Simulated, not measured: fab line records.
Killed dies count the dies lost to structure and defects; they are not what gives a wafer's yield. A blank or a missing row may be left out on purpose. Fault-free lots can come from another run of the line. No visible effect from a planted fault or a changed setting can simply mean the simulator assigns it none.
fab line records -- flow nand_harc
record lots=24, wafers=72, last_day=25
route steps=1159 shown P_ZERO_WELL@29 P_GATE@145 P_CONTACT@244 P_M0@263
lots that met no fault: taken from a fault-free run of the same line
start_h: hours from the record's opening day to when the first of the lot's shown wafers began -- wait_h: hours since the lot's step before -- " the same as in the row above -- L1.1+2: a single row standing in for several wafers -- - no value, or no start was given -- * or withheld: withheld -- < > ~ a bound
route shown NAME@n: names a module that has steps shown in the file, with the first one's number in the route -- usual: average and standard deviation across the fault-free wafers -- same: alike in all rows -- chamber/n: place in a boat -- sites: each site's reading -- _std_site: standard deviation of those values -- _edge_site: the outer-site mean with the inner-site mean subtracted -- radius_mm: how far each site lies from the wafer's centre -- mask NAME#n: copy n -- behind: the tool/chamber that last shaped the wafer -- hold: reason for holding the lot/hours on hold/outcome of the hold -- device: whichever transistor did not switch (one of n, p or np) -- end of line: the route-end tests of the same wafers -- a step without rows: its recipe alone -- killed: dies lost to structure and defects at the first sort, not the wafer's yield -- map: dies across one wafer; x = killed, . = not, _ = none there
set.NAME: the setting that was run; set.NAME@STEP: the one run at that earlier step -- model.NAME: the simulator's own value behind a step, which no gauge read
one table for each step of the route and one row for each wafer, over a sample of lots
services: from which hour (start_h, from the record's first day; less than 0 if before it) a tool's chamber was out of use, for how many hours, and why
## steps
# step NHARC_P_ZERO_WELL_CD_MEAS_24
# recipe target_cd_nm=720, landing_energy_ev=500
# usual cd_nm=721/3.2
lot.wafer,tool,chamber,start_h,wait_h,cd_nm
L074.2,cd_sem-03,0,14.52,-,719
L074.4,cd_sem-03,0,14.52,-,720
L074.5,cd_sem-03,0,14.52,-,724
L075.2,cd_sem-01,0,20.47,-,718
L075.4,cd_sem-01,0,20.47,-,719
L075.5,cd_sem-01,0,20.47,-,723
L076.1,cd_sem-02,0,26.57,-,721
L076.2,cd_sem-02,0,26.57,-,716
L076.5,cd_sem-02,0,26.57,-,722
L077.1,cd_sem-03,0,32.59,-,723
L077.4,cd_sem-03,0,32.59,-,724
L077.6,cd_sem-03,0,32.59,-,717
L078.1,cd_sem-03,0,38.62,-,722
L078.3,cd_sem-03,0,38.62,-,722
L078.5,cd_sem-03,0,38.62,-,724
L079.4,cd_sem-02,0,44.63,-,713
L079.5,cd_sem-02,0,44.63,-,722
L079.6,cd_sem-02,0,44.63,-,716
L080.3,cd_sem-03,0,50.49,-,721
L080.4,cd_sem-03,0,50.49,-,719
L080.5,cd_sem-03,0,50.49,-,724
L081.2,cd_sem-01,0,56.53,-,717
L081.3,cd_sem-01,0,56.53,-,724
L081.5,cd_sem-01,0,56.53,-,722
L082.2,cd_sem-02,0,62.52,-,715
L082.3,cd_sem-02,0,62.52,-,721
L082.5,cd_sem-02,0,62.52,-,725
L083.1,cd_sem-01,0,68.53,-,723
L083.2,cd_sem-01,0,68.53,-,718
L083.3,cd_sem-01,0,68.53,-,720
L084.1,cd_sem-03,0,74.52,-,724
L084.2,cd_sem-03,0,74.52,-,723
L084.3,cd_sem-03,0,74.52,-,718
L085.1,cd_sem-02,0,80.40,-,723
L085.2,cd_sem-02,0,80.40,-,718
L085.6,cd_sem-02,0,80.40,-,720
L086.1,cd_sem-03,0,86.49,-,721
L086.3,cd_sem-03,0,86.49,-,721
L086.6,cd_sem-03,0,86.49,-,724
L087.3,cd_sem-03,0,92.66,-,714
L087.4,cd_sem-03,0,92.66,-,724
L087.5,cd_sem-03,0,92.66,-,714
L088.1,cd_sem-02,0,98.63,-,719
L088.2,cd_sem-02,0,98.63,-,724
L088.4,cd_sem-02,0,98.63,-,720
L089.1,cd_sem-01,0,104.59,-,726
L089.2,cd_sem-01,0,104.59,-,723
L089.5,cd_sem-01,0,104.59,-,720
L090.2,cd_sem-01,0,110.67,-,719
L090.3,cd_sem-01,0,110.67,-,723
L090.4,cd_sem-01,0,110.67,-,721
L091.1,cd_sem-01,0,116.85,-,725
L091.2,cd_sem-01,0,116.85,-,718
L091.6,cd_sem-01,0,116.85,-,714
L092.1,cd_sem-03,0,122.53,-,718
L092.3,cd_sem-03,0,122.53,-,723
L092.5,cd_sem-03,0,122.53,-,721
L093.3,cd_sem-03,0,128.34,-,722
L093.5,cd_sem-03,0,128.34,-,726
L093.6,cd_sem-03,0,128.34,-,717
L094.2,cd_sem-01,0,134.62,-,718
L094.3,cd_sem-01,0,134.62,-,726
L094.4,cd_sem-01,0,134.62,-,716
L095.2,cd_sem-02,0,140.53,-,715
L095.4,cd_sem-02,0,140.53,-,716
L095.5,cd_sem-02,0,140.53,-,725
L096.1,cd_sem-02,0,146.50,-,720
L096.3,cd_sem-02,0,146.50,-,723
L096.4,cd_sem-02,0,146.50,-,717
L097.3,cd_sem-02,0,152.80,-,722
L097.4,cd_sem-02,0,152.80,-,716
L097.6,cd_sem-02,0,152.80,-,718
# step NHARC_P_GATE_ETCH_104
# recipe target_depth_a=600, time_s=withheld, cf4_flow_sccm=100, chf3_flow_sccm=30, ar_flow_sccm=0, rf_w=500, bias_w=200, chemistry=CF4/CHF3
# usual bias_w=200.0/0.56, drypump_motor_current_A=5.7/0.37, oes_product_au=0.945/0.024, rf_vpp_V=370.0/2.5, showerhead_plenum_p_Torr=1.56/0.067, throttle_valve_pct=16.802/0.0093
lot.wafer,tool,chamber,start_h,wait_h,bias_w,drypump_motor_current_A,oes_product_au,rf_vpp_V,showerhead_plenum_p_Torr,throttle_valve_pct
L074.4,rie_diel-12,0,88.63,0.1,200.1,5.3,0.963,371.9,1.63,16.814
L074.2,rie_diel-12,2,88.63,0.1,200.0,5.7,0.974,369.6,1.54,16.797
L074.5,rie_diel-12,0,88.63,0.1,200.0,5.4,0.974,372.0,1.63,16.804
L075.4,rie_diel-10,2,88.83,0.1,199.5,5.6,0.983,370.3,1.54,16.786
L075.2,rie_diel-10,3,88.83,0.1,200.9,6.0,0.964,373.1,1.63,16.814
L075.5,rie_diel-10,2,88.83,0.1,199.5,5.5,0.982,368.9,1.54,16.802
L076.2,rie_diel-12,0,100.59,0.2,201.1,5.3,0.954,373.2,1.63,16.809
L076.1,rie_diel-12,3,100.59,0.2,199.9,5.9,0.948,372.0,1.61,16.798
L076.5,rie_diel-12,0,100.59,0.2,199.6,5.3,0.946,372.9,1.63,16.791
L077.1,rie_diel-12,0,101.35,0.4,200.6,5.3,0.920,373.3,1.63,16.801
L077.4,rie_diel-12,3,101.35,0.4,199.6,6.0,0.916,372.7,1.61,16.803
L077.6,rie_diel-12,1,101.35,0.4,200.4,5.5,0.907,368.7,1.51,16.815
L078.1,rie_diel-12,1,112.65,0.1,199.7,5.5,0.912,368.0,1.51,16.803
L078.3,rie_diel-12,0,112.65,0.1,200.5,5.3,0.928,373.3,1.63,16.786
L078.5,rie_diel-12,0,112.65,0.1,200.6,5.3,0.930,372.6,1.63,16.804
L079.4,rie_diel-12,1,123.37,0.1,200.0,5.5,0.905,368.4,1.51,16.814
L079.5,rie_diel-12,0,123.37,0.1,201.4,5.3,0.915,372.1,1.63,16.786
L079.6,rie_diel-12,1,123.37,0.1,200.8,5.5,0.910,366.5,1.51,16.807
L080.4,rie_diel-12,0,128.84,0.1,200.8,5.3,0.953,371.0,1.63,16.807
L080.3,rie_diel-12,1,128.84,0.1,199.8,5.5,0.930,368.3,1.51,16.781
L080.5,rie_diel-12,0,128.84,0.1,200.5,5.3,0.948,372.4,1.63,16.805
L083.1,rie_diel-12,0,133.81,0.1,200.8,5.3,0.932,372.1,1.63,16.816
L083.2,rie_diel-12,1,133.81,0.1,199.2,5.5,0.909,366.8,1.51,16.798
L083.3,rie_diel-12,2,133.81,0.1,199.1,5.8,0.928,370.4,1.54,16.792
L082.3,rie_diel-12,1,134.67,0.1,200.5,5.4,0.894,368.5,1.51,16.805
L082.2,rie_diel-12,0,134.67,0.1,199.3,5.3,0.923,373.4,1.63,16.805
L082.5,rie_diel-12,2,134.67,0.1,199.7,5.7,0.915,369.2,1.54,16.796
L081.2,rie_diel-13,0,134.80,0.3,200.4,5.3,0.987,366.3,1.47,16.821
L081.3,rie_diel-13,2,134.80,0.3,199.0,5.4,0.966,373.2,1.66,16.803
L081.5,rie_diel-13,0,134.80,0.3,199.7,5.2,0.986,365.9,1.47,16.815
L085.2,rie_diel-12,2,153.30,0.1,200.0,5.7,0.927,369.1,1.54,16.802
L085.1,rie_diel-12,0,153.30,0.1,200.8,5.3,0.930,372.9,1.63,16.788
L085.6,rie_diel-12,3,153.30,0.1,199.5,6.0,0.919,373.1,1.61,16.810
L084.1,rie_diel-10,3,153.91,0.1,199.3,6.0,0.984,372.7,1.63,16.801
L084.2,rie_diel-10,0,153.91,0.1,200.5,6.3,0.972,375.3,1.67,16.800
L084.3,rie_diel-10,2,153.91,0.1,200.2,5.6,0.962,368.7,1.54,16.809
L086.1,rie_diel-10,2,168.27,0.1,199.6,5.6,0.946,369.7,1.54,16.794
L086.3,rie_diel-10,3,168.27,0.1,199.1,6.0,0.942,371.1,1.63,16.812
L086.6,rie_diel-10,2,168.27,0.1,200.8,5.6,0.924,368.1,1.54,16.802
L088.4,rie_diel-12,2,168.47,0.1,199.1,5.7,0.933,370.0,1.54,16.810
L088.1,rie_diel-12,0,168.47,0.1,200.4,5.3,0.952,372.2,1.63,16.800
L088.2,rie_diel-12,1,168.47,0.1,199.9,5.5,0.916,368.5,1.51,16.808
L087.4,rie_diel-10,0,168.65,0.1,200.1,6.3,0.955,374.2,1.67,16.801
L087.3,rie_diel-10,3,168.65,0.1,200.0,6.0,0.962,372.4,1.63,16.801
L087.5,rie_diel-10,1,168.65,0.1,200.0,6.3,0.953,368.3,1.47,16.794
L089.1,rie_diel-13,3,183.96,0.1,199.8,4.9,0.960,367.6,1.49,16.781
L089.2,rie_diel-13,1,183.96,0.1,200.4,5.6,0.927,369.4,1.54,16.802
L089.5,rie_diel-13,3,183.96,0.1,199.2,4.9,0.963,368.5,1.49,16.783
L090.3,rie_diel-12,3,184.65,0.1,200.5,5.9,0.930,370.1,1.61,16.803
L090.4,rie_diel-12,0,184.65,0.1,200.3,5.3,0.945,372.0,1.63,16.803
L090.2,rie_diel-12,1,184.65,0.1,199.5,5.4,0.901,368.0,1.50,16.787
L091.2,rie_diel-13,1,191.29,0.1,200.0,5.6,0.960,368.4,1.54,16.792
L091.1,rie_diel-13,3,191.29,0.1,199.7,4.9,0.972,366.6,1.49,16.811
L091.6,rie_diel-13,1,191.29,0.1,200.4,5.6,0.974,370.4,1.54,16.795
L092.1,rie_diel-10,1,191.95,0.1,200.0,6.3,0.962,365.6,1.47,16.809
L092.3,rie_diel-10,2,191.95,0.1,200.5,5.6,0.945,370.6,1.54,16.812
L092.5,rie_diel-10,1,191.95,0.1,200.4,6.3,0.954,367.0,1.47,16.815
L093.3,rie_diel-13,0,198.63,0.1,199.5,5.2,0.981,366.5,1.46,16.807
L093.6,rie_diel-13,3,198.63,0.1,199.6,4.9,0.959,367.0,1.49,16.799
L093.5,rie_diel-13,0,198.63,0.1,200.1,5.2,0.974,365.8,1.46,16.809
L094.4,rie_diel-13,0,211.08,0.3,199.9,5.2,0.954,367.7,1.46,16.817
L094.2,rie_diel-13,1,211.08,0.3,199.1,5.6,0.913,368.1,1.54,16.818
L094.3,rie_diel-13,3,211.08,0.3,200.1,5.0,0.919,365.6,1.49,16.793
L095.2,rie_diel-10,3,217.24,0.1,200.1,6.0,0.939,373.2,1.62,16.786
L095.4,rie_diel-10,1,217.24,0.1,200.1,6.3,0.935,365.8,1.46,16.787
L095.5,rie_diel-10,2,217.24,0.1,200.8,5.5,0.929,367.6,1.53,16.812
L096.1,rie_diel-10,3,220.05,0.1,199.5,6.0,0.934,371.8,1.62,16.804
L096.3,rie_diel-10,1,220.05,0.1,200.0,6.3,0.942,367.2,1.46,16.806
L096.4,rie_diel-10,2,220.05,0.1,200.1,5.6,0.957,369.0,1.53,16.792
L097.4,rie_diel-13,1,238.57,0.1,199.9,5.6,0.943,368.6,1.54,16.803
L097.3,rie_diel-13,3,238.57,0.1,199.2,4.9,0.954,366.7,1.49,16.807
L097.6,rie_diel-13,2,238.57,0.1,200.5,5.5,0.951,372.9,1.65,16.810
# step NHARC_P_CONTACT_DEGAS_38
# recipe temp_c=300, time_s=60
# usual heater_power_w=447/30
lot.wafer,tool,chamber,start_h,wait_h,heater_power_w
L074.4,pvd_sputter-01,-,111.14,-,437
L074.2,pvd_sputter-01,-,111.14,-,484
L074.5,pvd_sputter-01,-,111.14,-,454
L075.2,pvd_sputter-01,-,112.17,-,488
L075.4,pvd_sputter-01,-,112.17,-,501
L075.5,pvd_sputter-01,-,112.17,-,443
L077.4,pvd_sputter-03,-,123.91,-,427
L077.1,pvd_sputter-03,-,123.91,-,390
L077.6,pvd_sputter-03,-,123.91,-,414
L076.1,pvd_sputter-01,-,126.04,-,441
L076.2,pvd_sputter-01,-,126.04,-,500
L076.5,pvd_sputter-01,-,126.04,-,433
L078.1,pvd_sputter-02,-,134.49,-,428
L078.3,pvd_sputter-02,-,134.49,-,442
L078.5,pvd_sputter-02,-,134.49,-,451
L079.4,pvd_sputter-02,-,145.32,-,480
L079.6,pvd_sputter-02,-,145.32,-,463
L079.5,pvd_sputter-02,-,145.32,-,477
L080.4,pvd_sputter-02,-,150.82,-,436
L080.3,pvd_sputter-02,-,150.82,-,464
L080.5,pvd_sputter-02,-,150.82,-,432
L083.1,pvd_sputter-02,-,155.87,-,432
L083.2,pvd_sputter-02,-,155.87,-,465
L083.3,pvd_sputter-02,-,155.87,-,464
L082.3,pvd_sputter-01,-,156.55,-,453
L082.2,pvd_sputter-01,-,156.55,-,508
L082.5,pvd_sputter-01,-,156.55,-,434
L081.2,pvd_sputter-02,-,157.16,-,437
L081.3,pvd_sputter-02,-,157.16,-,477
L081.5,pvd_sputter-02,-,157.16,-,431
L085.2,pvd_sputter-01,-,175.43,-,437
L085.1,pvd_sputter-01,-,175.43,-,486
L085.6,pvd_sputter-01,-,175.43,-,427
L084.2,pvd_sputter-01,-,175.77,-,422
L084.3,pvd_sputter-01,-,175.77,-,442
L084.1,pvd_sputter-01,-,175.77,-,485
L086.1,pvd_sputter-03,-,190.71,-,452
L086.3,pvd_sputter-03,-,190.71,-,468
L086.6,pvd_sputter-03,-,190.71,-,400
L088.4,pvd_sputter-03,-,191.66,-,465
L088.1,pvd_sputter-03,-,191.66,-,390
L088.2,pvd_sputter-03,-,191.66,-,411
L087.4,pvd_sputter-01,-,192.14,-,427
L087.3,pvd_sputter-01,-,192.14,-,489
L087.5,pvd_sputter-01,-,192.14,-,425
L089.1,pvd_sputter-03,-,206.02,-,423
L089.2,pvd_sputter-03,-,206.02,-,451
L089.5,pvd_sputter-03,-,206.02,-,382
L090.4,pvd_sputter-03,-,208.49,-,460
L090.2,pvd_sputter-03,-,208.49,-,408
L090.3,pvd_sputter-03,-,208.49,-,447
L091.1,pvd_sputter-01,-,216.00,-,500
L091.2,pvd_sputter-01,-,216.00,-,428
L091.6,pvd_sputter-01,-,216.00,-,493
L092.3,pvd_sputter-01,-,216.24,-,504
L092.1,pvd_sputter-01,-,216.24,-,430
L092.5,pvd_sputter-01,-,216.24,-,498
L093.3,pvd_sputter-01,-,221.49,-,433
L093.5,pvd_sputter-01,-,221.49,-,438
L093.6,pvd_sputter-01,-,221.49,-,439
L094.4,pvd_sputter-03,-,234.27,-,393
L094.3,pvd_sputter-03,-,234.27,-,412
L094.2,pvd_sputter-03,-,234.27,-,469
L095.2,pvd_sputter-02,-,239.22,-,489
L095.4,pvd_sputter-02,-,239.22,-,444
L095.5,pvd_sputter-02,-,239.22,-,445
L096.3,pvd_sputter-02,-,241.63,-,478
L096.4,pvd_sputter-02,-,241.63,-,437
L096.1,pvd_sputter-02,-,241.63,-,443
L097.4,pvd_sputter-01,-,260.19,-,502
L097.3,pvd_sputter-01,-,260.19,-,433
L097.6,pvd_sputter-01,-,260.19,-,436
# step NHARC_P_CONTACT_INSPECT_27
# usual raw_defect_count=296/120
lot.wafer,tool,chamber,start_h,wait_h,raw_defect_count
L074.2,defect_inspect-01,-,113.11,0.1,166
L074.4,defect_inspect-01,-,113.11,0.1,247
L074.5,defect_inspect-01,-,113.11,0.1,163
L075.2,defect_inspect-01,-,114.10,0.1,193
L075.4,defect_inspect-01,-,114.10,0.1,191
L075.5,defect_inspect-01,-,114.10,0.1,195
L077.1,defect_inspect-02,-,125.39,0.1,307
L077.4,defect_inspect-02,-,125.39,0.1,266
L077.6,defect_inspect-02,-,125.39,0.1,311
L076.1,defect_inspect-01,-,129.45,0.1,342
L076.2,defect_inspect-01,-,129.45,0.1,330
L076.5,defect_inspect-01,-,129.45,0.1,358
L078.1,defect_inspect-02,-,138.23,0.1,164
L078.3,defect_inspect-02,-,138.23,0.1,113
L078.5,defect_inspect-02,-,138.23,0.1,159
L079.4,defect_inspect-02,-,149.17,0.1,200
L079.5,defect_inspect-02,-,149.17,0.1,183
L079.6,defect_inspect-02,-,149.17,0.1,553
L080.3,defect_inspect-02,-,152.33,0.1,193
L080.4,defect_inspect-02,-,152.33,0.1,239
L080.5,defect_inspect-02,-,152.33,0.1,207
L083.1,defect_inspect-02,-,158.86,0.1,375
L083.2,defect_inspect-02,-,158.86,0.1,152
L083.3,defect_inspect-02,-,158.86,0.1,108
L082.2,defect_inspect-02,-,159.13,0.1,311
L082.3,defect_inspect-02,-,159.13,0.1,268
L082.5,defect_inspect-02,-,159.13,0.1,506
L081.2,defect_inspect-02,-,159.68,0.1,281
L081.3,defect_inspect-02,-,159.68,0.1,281
L081.5,defect_inspect-02,-,159.68,0.1,479
L085.1,defect_inspect-02,-,176.93,0.1,296
L085.2,defect_inspect-02,-,176.93,0.1,266
L085.6,defect_inspect-02,-,176.93,0.1,215
L084.1,defect_inspect-02,-,177.29,0.1,319
L084.2,defect_inspect-02,-,177.29,0.1,393
L084.3,defect_inspect-02,-,177.29,0.1,355
L086.1,defect_inspect-01,-,198.79,0.1,409
L086.3,defect_inspect-01,-,198.79,0.1,468
L086.6,defect_inspect-01,-,198.79,0.1,344
L088.1,defect_inspect-02,-,199.34,0.1,152
L088.2,defect_inspect-02,-,199.34,0.1,230
L088.4,defect_inspect-02,-,199.34,0.1,194
L087.3,defect_inspect-02,-,199.87,0.1,180
L087.4,defect_inspect-02,-,199.87,0.1,160
L087.5,defect_inspect-02,-,199.87,0.1,132
L089.1,defect_inspect-02,-,209.02,0.1,243
L089.2,defect_inspect-02,-,209.02,0.1,377
L089.5,defect_inspect-02,-,209.02,0.1,283
L090.2,defect_inspect-01,-,210.01,0.1,421
L090.3,defect_inspect-01,-,210.01,0.1,522
L090.4,defect_inspect-01,-,210.01,0.1,494
L091.1,defect_inspect-02,-,224.40,0.1,241
L091.2,defect_inspect-02,-,224.40,0.1,645
L091.6,defect_inspect-02,-,224.40,0.1,277
L092.1,defect_inspect-01,-,224.94,0.1,199
L092.3,defect_inspect-01,-,224.94,0.1,129
L092.5,defect_inspect-01,-,224.94,0.1,309
L093.3,defect_inspect-02,-,226.53,0.1,418
L093.5,defect_inspect-02,-,226.53,0.1,296
L093.6,defect_inspect-02,-,226.53,0.1,396
L094.2,defect_inspect-02,-,238.48,0.1,234
L094.3,defect_inspect-02,-,238.48,0.1,147
L094.4,defect_inspect-02,-,238.48,0.1,237
L095.2,defect_inspect-01,-,242.53,0.1,323
L095.4,defect_inspect-01,-,242.53,0.1,328
L095.5,defect_inspect-01,-,242.53,0.1,360
L096.1,defect_inspect-02,-,243.15,0.1,213
L096.3,defect_inspect-02,-,243.15,0.1,252
L096.4,defect_inspect-02,-,243.15,0.1,169
L097.3,defect_inspect-01,-,267.34,0.1,196
L097.4,defect_inspect-01,-,267.34,0.1,161
L097.6,defect_inspect-01,-,267.34,0.1,233
# step NHARC_P_M0_CD_MEAS_09
# recipe target_cd_nm=90, landing_energy_ev=500
# usual cd_nm=90.0/1.3
lot.wafer,tool,chamber,start_h,wait_h,cd_nm
L074.2,cd_sem-03,0,114.02,-,89.6
L074.4,cd_sem-03,0,114.02,-,89.8
L074.5,cd_sem-03,0,114.02,-,88.6
L075.2,cd_sem-01,0,115.07,-,89.5
L075.4,cd_sem-01,0,115.07,-,90.2
L075.5,cd_sem-01,0,115.07,-,91.8
L077.1,cd_sem-02,0,126.29,-,90.7
L077.4,cd_sem-02,0,126.29,-,92.3
L077.6,cd_sem-02,0,126.29,-,91.2
L076.1,cd_sem-02,0,130.22,-,89.5
L076.2,cd_sem-02,0,130.22,-,90.2
L076.5,cd_sem-02,0,130.22,-,89.8
L078.1,cd_sem-02,0,139.13,-,89.3
L078.3,cd_sem-02,0,139.13,-,88.5
L078.5,cd_sem-02,0,139.13,-,89.6
L079.4,cd_sem-03,0,150.09,-,89.5
L079.5,cd_sem-03,0,150.09,-,89.5
L079.6,cd_sem-03,0,150.09,-,89.2
L080.3,cd_sem-01,0,153.12,-,89.8
L080.4,cd_sem-01,0,153.12,-,91.6
L080.5,cd_sem-01,0,153.12,-,91.6
L083.1,cd_sem-03,0,159.99,-,89.1
L083.2,cd_sem-03,0,159.99,-,89.5
L083.3,cd_sem-03,0,159.99,-,88.8
L082.2,cd_sem-01,0,160.14,-,90.3
L082.3,cd_sem-01,0,160.14,-,91.9
L082.5,cd_sem-01,0,160.14,-,91.6
L081.2,cd_sem-01,0,160.58,-,88.6
L081.3,cd_sem-01,0,160.58,-,89.2
L081.5,cd_sem-01,0,160.58,-,89.3
L085.1,cd_sem-03,0,177.84,-,89.6
L085.2,cd_sem-03,0,177.84,-,90.8
L085.6,cd_sem-03,0,177.84,-,88.7
L084.1,cd_sem-03,0,178.19,-,89.2
L084.2,cd_sem-03,0,178.19,-,88.7
L084.3,cd_sem-03,0,178.19,-,88.6
L086.1,cd_sem-01,0,199.69,-,89.0
L086.3,cd_sem-01,0,199.69,-,89.0
L086.6,cd_sem-01,0,199.69,-,89.9
L088.1,cd_sem-01,0,200.27,-,92.2
L088.2,cd_sem-01,0,200.27,-,92.5
L088.4,cd_sem-01,0,200.27,-,91.6
L087.3,cd_sem-03,0,200.78,-,88.7
L087.4,cd_sem-03,0,200.78,-,88.9
L087.5,cd_sem-03,0,200.78,-,89.0
L089.1,cd_sem-02,0,209.92,-,92.4
L089.2,cd_sem-02,0,209.92,-,92.7
L089.5,cd_sem-02,0,209.92,-,91.6
L090.2,cd_sem-02,0,210.92,-,88.8
L090.3,cd_sem-02,0,210.92,-,88.5
L090.4,cd_sem-02,0,210.92,-,89.2
L091.1,cd_sem-02,0,225.17,-,88.8
L091.2,cd_sem-02,0,225.17,-,89.0
L091.6,cd_sem-02,0,225.17,-,89.0
L092.1,cd_sem-02,0,225.72,-,89.9
L092.3,cd_sem-02,0,225.72,-,89.7
L092.5,cd_sem-02,0,225.72,-,90.0
L093.3,cd_sem-02,0,227.31,-,88.1
L093.5,cd_sem-02,0,227.31,-,88.2
L093.6,cd_sem-02,0,227.31,-,89.1
L094.2,cd_sem-03,0,239.62,-,92.5
L094.3,cd_sem-03,0,239.62,-,91.7
L094.4,cd_sem-03,0,239.62,-,91.1
L095.2,cd_sem-02,0,243.55,-,89.1
L095.4,cd_sem-02,0,243.55,-,91.0
L095.5,cd_sem-02,0,243.55,-,91.0
L096.1,cd_sem-02,0,243.97,-,89.8
L096.3,cd_sem-02,0,243.97,-,89.1
L096.4,cd_sem-02,0,243.97,-,89.3
L097.3,cd_sem-02,0,268.12,-,90.3
L097.4,cd_sem-02,0,268.12,-,89.5
L097.6,cd_sem-02,0,268.12,-,88.8
# step NHARC_P_M0_PRE_CLEAN_29
# recipe time_s=30, temp_c=280, gas=H2/He
# usual heater_power_w=393/25
lot.wafer,tool,chamber,start_h,wait_h,heater_power_w
L074.4,pvd_sputter-03,-,-,-,354
L074.2,pvd_sputter-03,-,-,-,408
L074.5,pvd_sputter-03,-,-,-,352
L075.4,pvd_sputter-03,-,-,-,395
L075.2,pvd_sputter-03,-,-,-,411
L075.5,pvd_sputter-03,-,-,-,382
L077.1,pvd_sputter-03,-,-,-,404
L077.4,pvd_sputter-03,-,-,-,339
L077.6,pvd_sputter-03,-,-,-,384
L076.2,pvd_sputter-01,-,-,-,422
L076.1,pvd_sputter-01,-,-,-,387
L076.5,pvd_sputter-01,-,-,-,394
L078.1,pvd_sputter-01,-,-,-,387
L078.3,pvd_sputter-01,-,-,-,387
L078.5,pvd_sputter-01,-,-,-,456
L079.4,pvd_sputter-01,-,-,-,423
L079.6,pvd_sputter-01,-,-,-,429
L079.5,pvd_sputter-01,-,-,-,433
L080.3,pvd_sputter-01,-,-,-,390
L080.4,pvd_sputter-01,-,-,-,428
L080.5,pvd_sputter-01,-,-,-,420
L082.3,pvd_sputter-03,-,-,-,382
L082.2,pvd_sputter-03,-,-,-,353
L082.5,pvd_sputter-03,-,-,-,378
L083.3,pvd_sputter-02,-,-,-,400
L083.2,pvd_sputter-02,-,-,-,411
L083.1,pvd_sputter-02,-,-,-,389
L081.3,pvd_sputter-03,-,-,-,409
L081.2,pvd_sputter-03,-,-,-,361
L081.5,pvd_sputter-03,-,-,-,391
L085.1,pvd_sputter-03,-,-,-,361
L085.2,pvd_sputter-03,-,-,-,417
L085.6,pvd_sputter-03,-,-,-,376
L084.1,pvd_sputter-02,-,-,-,416
L084.3,pvd_sputter-02,-,-,-,407
L084.2,pvd_sputter-02,-,-,-,378
L086.1,pvd_sputter-02,-,-,-,388
L086.3,pvd_sputter-02,-,-,-,418
L086.6,pvd_sputter-02,-,-,-,386
L088.2,pvd_sputter-01,-,-,-,379
L088.1,pvd_sputter-01,-,-,-,428
L088.4,pvd_sputter-01,-,-,-,451
L087.4,pvd_sputter-02,-,-,-,416
L087.3,pvd_sputter-02,-,-,-,382
L087.5,pvd_sputter-02,-,-,-,405
L089.1,pvd_sputter-02,-,-,-,411
L089.2,pvd_sputter-02,-,-,-,383
L089.5,pvd_sputter-02,-,-,-,381
L090.2,pvd_sputter-02,-,-,-,412
L090.3,pvd_sputter-02,-,-,-,386
L090.4,pvd_sputter-02,-,-,-,411
L091.1,pvd_sputter-02,-,-,-,428
L091.2,pvd_sputter-02,-,-,-,392
L091.6,pvd_sputter-02,-,-,-,384
L092.1,pvd_sputter-03,-,-,-,356
L092.3,pvd_sputter-03,-,-,-,387
L092.5,pvd_sputter-03,-,-,-,361
L093.3,pvd_sputter-01,-,-,-,422
L093.6,pvd_sputter-01,-,-,-,431
L093.5,pvd_sputter-01,-,-,-,448
L094.3,pvd_sputter-03,-,-,-,364
L094.4,pvd_sputter-03,-,-,-,380
L094.2,pvd_sputter-03,-,-,-,417
L095.4,pvd_sputter-01,-,-,-,388
L095.2,pvd_sputter-01,-,-,-,440
L095.5,pvd_sputter-01,-,-,-,388
L096.3,pvd_sputter-03,-,-,-,381
L096.4,pvd_sputter-03,-,-,-,406
L096.1,pvd_sputter-03,-,-,-,348
L097.4,pvd_sputter-03,-,-,-,403
L097.3,pvd_sputter-03,-,-,-,374
L097.6,pvd_sputter-03,-,-,-,382
## services
tool,chamber,start_h,hours,kind
pvd_sputter-02,-,82.24,17.1,repair
rie_diel-12,0,83.40,-,clean
rie_diel-12,1,83.40,-,clean
rie_diel-12,2,83.40,-,clean
rie_diel-12,3,83.40,-,clean
pvd_sputter-01,-,89.44,1.2,repair
rie_diel-13,-,99.00,9.0,pm
pvd_sputter-03,-,102.00,10.0,pm
rie_diel-12,0,108.14,-,clean
rie_diel-12,1,108.14,-,clean
rie_diel-12,2,108.14,-,clean
rie_diel-12,3,111.95,6.8,repair
rie_diel-10,2,133.21,3.4,repair
rie_diel-10,1,135.60,11.1,repair
pvd_sputter-01,-,158.00,10.0,pm
rie_diel-12,3,170.63,10.5,repair
rie_diel-10,-,176.50,9.0,pm
rie_diel-12,3,202.17,20.3,repair
rie_diel-12,-,202.40,9.0,pm
rie_diel-10,2,206.85,1.4,repair
pvd_sputter-02,-,214.00,10.0,pm
rie_diel-13,3,214.06,10.1,repair
pvd_sputter-02,-,259.86,11.5,repair
pvd_sputter-01,-,265.69,5.6,repair
## key
fault none
